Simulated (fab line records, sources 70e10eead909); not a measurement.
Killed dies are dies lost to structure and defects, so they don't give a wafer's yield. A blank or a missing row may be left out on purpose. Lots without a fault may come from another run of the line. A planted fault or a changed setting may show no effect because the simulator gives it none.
Problem report in the 8D (eight disciplines) form, filled by code | flow nand_harc | the parts of the form that need people (team, actions taken, sign-off) are left out

1. THE PROBLEM
killed_dies at NHARC_END_SORT_01 reads a mean of 677 on 2 wafers of 2 lots; wafers without a fault read 65 with a standard deviation of 20. That is +31 standard deviations from the usual mean.
First seen on wafer L697.2, day 31 16:20, on prober-02. The record holds 6 wafers of 2 lots with a number at this step. Rule for "out", or "out of limits": more than 4 standard deviations from the usual mean. The other wafers with a number count as sound.

2. WHAT IT IS AND WHAT IT IS NOT
question                    | is                           | is not
which readings at this step | killed_dies, killed_at_array | killed_at_other, killed_at_periphery, killed_open, killed_short
which lots                  | L697, L700                   | -
which wafers of those lots  | L697.2, L700.5               | L697.1, L697.6, L700.4, L700.6
read on which gauges        | prober-01, prober-02         | -
when                        | from day 31 16:20            | up to then (1 sound wafer); but 3 sound wafers of L697, L700 came after

3. SUSPECTS, AND WHAT RULES EACH OUT
Counting: a tool at a process step up to the reading stays a suspect if it ran every lot that is out. Sound lots after the first of them don't rule it out here, since some wafers of a struck lot are sound.
- the gauge at NHARC_END_SORT_01: ruled out. The wafers that are out were read on 2 gauges (prober-01, prober-02).
- rtp_anneal-01 at NHARC_A_WL_FILL_RTA_01 (time 5 s): kept. It ran every lot that is out, first L697 (day 27 10:17).
- ald_metal-02 at NHARC_A_WL_FILL_ALD_02 (deposits TiN, target thk 2 nm, pulse time 3 s, ald cycles 100): kept. It ran every lot that is out, first L697 (day 27 10:30).
- rie_metal-03 at NHARC_A_WL_FILL_ETCHBACK_04 (etches the open film in NF3, target depth 60 nm, time 120 s): kept. It ran every lot that is out, first L697 (day 27 11:19). Its own readings are out on those wafers: run_length_s.
- plasma_asher-02 at NHARC_A_WL_FILL_STRIP_27 (strips in N2/H2, time 20 s): kept. It ran every lot that is out, first L697 (day 27 11:47).
- Within rie_metal-03 at NHARC_A_WL_FILL_ETCHBACK_04: the wafers that are out ran in chamber 0; their sound lot-mates ran in chamber 1.
Left after counting: rtp_anneal-01 at NHARC_A_WL_FILL_RTA_01, ald_metal-02 at NHARC_A_WL_FILL_ALD_02, rie_metal-03 at NHARC_A_WL_FILL_ETCHBACK_04, plasma_asher-02 at NHARC_A_WL_FILL_STRIP_27.

4. THE CAUSE (what the simulator had put in)
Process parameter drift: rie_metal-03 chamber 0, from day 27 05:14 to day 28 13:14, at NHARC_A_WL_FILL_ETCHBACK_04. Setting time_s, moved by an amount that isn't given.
Counting left 4 suspects, and this tool is among them.

5. THE CHAIN OF EFFECTS, in route order
Each row: a reading whose mean over the struck wafers that have a number lies more than 3 standard deviations from the usual. Only readings for which the record gives a usual standard deviation are gone through. hours: the time from each lot's start at the first step in this table that gives one to its start at this step, as a median over the lots. sigmas: the change in usual standard deviations.
hours | step                        | reading         | usual   | on struck wafers | change | sigmas
0     | NHARC_A_WL_FILL_ETCHBACK_04 | run_length_s    | 141.2 s | 56.5             | -84.6  | -99 or more
108   | NHARC_END_SORT_01           | killed_at_array | 60      | 670              | +610   | +29
108   | NHARC_END_SORT_01           | killed_dies     | 65      | 677              | +612   | +31
The process steps in it:
- NHARC_A_WL_FILL_ETCHBACK_04: etches the open film in NF3, target depth 60 nm, time 120 s.

6. WHAT WOULD HAVE CAUGHT IT SOONER
In this record the first reading out of limits at a measuring or inspecting step was taken at day 31 16:20, 107 hours after the fault began at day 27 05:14.
The tool's own readings at NHARC_A_WL_FILL_ETCHBACK_04 were out on every struck wafer that the step has a row for (run_length_s): an alarm limit on them would have fired on the first of those.
All the lots that are out (2) had begun NHARC_A_WL_FILL_ETCHBACK_04 on rie_metal-03 by day 31 16:20. A hold on the tool at that time would have spared none of them.
